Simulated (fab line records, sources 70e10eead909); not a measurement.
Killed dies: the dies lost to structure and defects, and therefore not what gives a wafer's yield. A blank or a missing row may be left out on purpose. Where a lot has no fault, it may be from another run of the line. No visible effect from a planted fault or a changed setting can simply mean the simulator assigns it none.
A struck lot beside a sound one :: flow nand harc :: 15 out of 1159 route steps
Sound: the wafers L196.4, L196.5, L196.6. Struck: wafer L207.3. (L207.6 of the same lot was not struck and is left out.) The cause comes at the end.
Order at every step that has rows: each side's tool, ch and its chambers, its first start. Under that, the readings that differ: sound wafers :: struck wafers :: difference of the means :: sigmas: that difference in standard deviations of wafers without a fault.
alike: readings whose means differ by less than 2 such deviations, and words and numbers that are the same on both sides. not compared: withheld readings, readings that some wafer has no value for, bounds like >300 that may hide the same value, and numbers for which the record gives no deviation and whose values overlap.
The two part at a step that has a row with sigmas, a row that says differs or no value, or rows on one side only. Numbers that don't overlap but have no deviation are shown without sigmas and don't part them. A reading that every wafer of one side lacks parts them only if that side has two wafers or more.

first, 7 steps without rows for these wafers: NHARC_A_CHANNEL_HOLE_D1_COAT_37 (time 65 s); NHARC_A_CHANNEL_HOLE_D1_COAT_04 (resist thk 90 nm); NHARC_A_CHANNEL_HOLE_D1_SOFTBAKE_05 (time 55 s); NHARC_A_CHANNEL_HOLE_D1_EBR_06; NHARC_A_CHANNEL_HOLE_D1_EXPOSE_07 (exposes mask HOLE D1, target cd 100 nm); NHARC_A_CHANNEL_HOLE_D1_PEB_08 (peb time 65 s); NHARC_A_CHANNEL_HOLE_D1_DEVELOP_09 (develop time 35 s).
NHARC_A_CHANNEL_HOLE_D1_CD_MEAS_10 targets a cd of 100 nm.
  sound on cd sem-02 ch 0, day 8 15:32; struck on cd sem-02 ch 0, day 11 06:02
  alike: cd nm
NHARC_A_CHANNEL_HOLE_D1_OVL_MEAS_11:
  sound on overlay-01, day 8 15:37; struck on overlay-02, day 11 06:07
  alike: overlay x nm, overlay y nm
NHARC_A_CHANNEL_HOLE_D1_INSPECT_12:
  sound on defect inspect-01, day 8 15:40; struck on defect inspect-02, day 11 06:10
  alike: raw defect count
NHARC_A_CHANNEL_HOLE_D1_DESCUM_15: chemistry O2, time 3 s.
  sound on rie diel-08 ch 0,1, day 8 15:43; struck on rie diel-08 ch 3, day 11 06:14
reading: drypump motor current A (A)
sound: 5.7 5.7 5.3
struck: 6.5
difference: +0.9
sigmas: +2

reading: throttle valve pct (%)
sound: 11.306 11.301 11.319
struck: 11.330
difference: +0.021
sigmas: +3
  alike: oes product au, rf vpp V, showerhead plenum p Torr
  not compared: rf hours counter h
NHARC_A_CHANNEL_HOLE_D1_ETCH_38: etches the open film in CF4, target depth 39 nm, time 65 s.
  sound on rie diel-08 ch 0,2,3, day 8 15:49; struck on rie diel-08 ch 1, day 11 06:19
  alike: drypump motor current A, oes product au, rf vpp V, run length s, showerhead plenum p Torr, throttle valve pct
  not compared: rf hours counter h
NHARC_A_CHANNEL_HOLE_D1_ETCH_39: etches the open film in N2/H2, target depth 260 nm, time 325 s.
  sound on rie diel-08 ch 0,3, day 8 15:55; struck on rie diel-08 ch 0, day 11 06:24
reading: run length s (s)
sound: 346.7 346.5 346.5
struck: 273.7
difference: -72.9
sigmas: -99 or more
  alike: drypump motor current A, oes product au, rf vpp V, showerhead plenum p Torr, throttle valve pct
  not compared: rf hours counter h
NHARC_A_CHANNEL_HOLE_D1_ETCH_34: etches the open film in CF4/CHF3, target depth 154 nm, time 77 s.
  sound on rie diel-08 ch 2,3; struck on rie diel-08 ch 0
reading: throttle valve pct (%)
sound: 16.797 16.801 16.802
struck: 16.827
difference: +0.027
sigmas: +3
  alike: drypump motor current A, oes product au, rf vpp V, run length s, showerhead plenum p Torr
  not compared: rf hours counter h
-- break in the record here, with 11 days between the starts of the struck wafers on either side (left off in module A_CHANNEL_HOLE_D1, picked up again in module END, where the first step shown is number 1159 on the route) --
NHARC_END_SORT_01:
  the record has rows for the struck wafers here (prober-02 ch 0, day 22 15:14) and none for the sound ones

WHERE THEY PART
Last at NHARC_END_SORT_01 as far as this record goes, first at NHARC_A_CHANNEL_HOLE_D1_DESCUM_15.

WHY: the cause the simulator had injected
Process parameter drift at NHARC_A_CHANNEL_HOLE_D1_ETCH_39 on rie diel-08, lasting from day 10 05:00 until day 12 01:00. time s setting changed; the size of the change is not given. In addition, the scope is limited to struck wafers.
